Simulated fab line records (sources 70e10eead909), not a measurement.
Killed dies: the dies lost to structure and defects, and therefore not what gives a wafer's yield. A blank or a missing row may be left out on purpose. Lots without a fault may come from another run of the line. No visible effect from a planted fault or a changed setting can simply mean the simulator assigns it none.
8D (eight disciplines) problem report, filled in by code + flow nand harc + the parts of the form that need people (team, actions taken, sign-off) are left out

== 1. PROBLEM STATEMENT ==
Mean of run length s at NHARC_THIN_TSV_ETCH_36: 34.8 s across 4 wafers in 2 lots; on wafers with no fault it is 40.0 s (standard deviation 0.43). That is -12 standard deviations from the usual mean.
The step: etches the open film in Cl2/BCl3, target depth 65 nm, time 18.571 s.
First observed at day 27 11:47: wafer L773.2, on rie metal-01. The record holds 42 wafers of 14 lots with a number at this step. Rule for "out" (also "out of limits"): further than 4 standard deviations from the usual mean. All remaining wafers that have a number are taken as sound.

== 2. WHAT THIS IS AND IS NOT ==
| question                    | is                             | is not                                                                                                               |
|-----------------------------|--------------------------------|----------------------------------------------------------------------------------------------------------------------|
| which readings at this step | run length s                   | drypump motor current A, oes product au                                                                              |
| which lots                  | L773, L776                     | L765, L766, L767, L768, L779, L781, L782, L783, L784, L785, L786, L787                                               |
| which wafers of those lots  | L773.2, L773.4, L773.6, L776.6 | L776.2, L776.5                                                                                                       |
| read on which tools         | rie metal-01                   | rie metal-02, rie metal-03                                                                                           |
| when                        | from day 27 11:47              | up to then (12 sound wafers); but 26 sound wafers of L776, L779, L781, L782, L783, L784, L785, L786, L787 came after |

== 3. WHAT RULES OUT EACH SUSPECT ==
Counting: a tool at a process step up to the reading stays a suspect if it ran every lot that is out. Sound lots after the first of them don't rule it out here, since some wafers of a struck lot are sound.
- rie metal-01 at NHARC_THIN_TSV_ETCH_36 (etches the open film in Cl2/BCl3, target depth 65 nm, time 18.571 s): kept. Every lot that is out went through it, the first being L773 (day 27 11:47); the last sound lot it ran before that was L768 (day 24 22:08). Out on those wafers are its own readings of run length s.
- The sound lot-mates ran in chamber 1 of rie metal-01 at NHARC_THIN_TSV_ETCH_36, but the wafers that are out ran in chamber 0.
Left after counting: rie metal-01 at NHARC_THIN_TSV_ETCH_36.

== 4. THE CAUSE (what the simulator had put in) ==
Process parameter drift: rie metal-01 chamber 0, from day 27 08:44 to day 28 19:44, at NHARC_THIN_TSV_ETCH_36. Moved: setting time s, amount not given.
This tool alone remained once counting was done.

== 5. THE CHAIN OF EFFECTS, in route order ==
One row per reading whose mean, taken over the struck wafers that have a number, lies over 3 standard deviations from the usual. Scope: only readings with a usual standard deviation given in the record; hours: median across lots of the time from each lot's start at the first step in this table that gives one to its start at this step; sigmas: change in usual standard deviations.
| hours | step                   | reading      | usual  | on struck wafers | change | sigmas |
|-------|------------------------|--------------|--------|------------------|--------|--------|
| 0     | NHARC_THIN_TSV_ETCH_36 | run length s | 40.0 s | 34.8             | -5.2   | -12    |
Process steps it contains:
- NHARC_THIN_TSV_ETCH_36: etches the open film in Cl2/BCl3, target depth 65 nm, time 18.571 s.

== 6. HOW IT WOULD HAVE BEEN CAUGHT EARLIER ==
First out-of-limits reading in this record: day 27 11:47, which is 3 hours after fault onset at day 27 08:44.
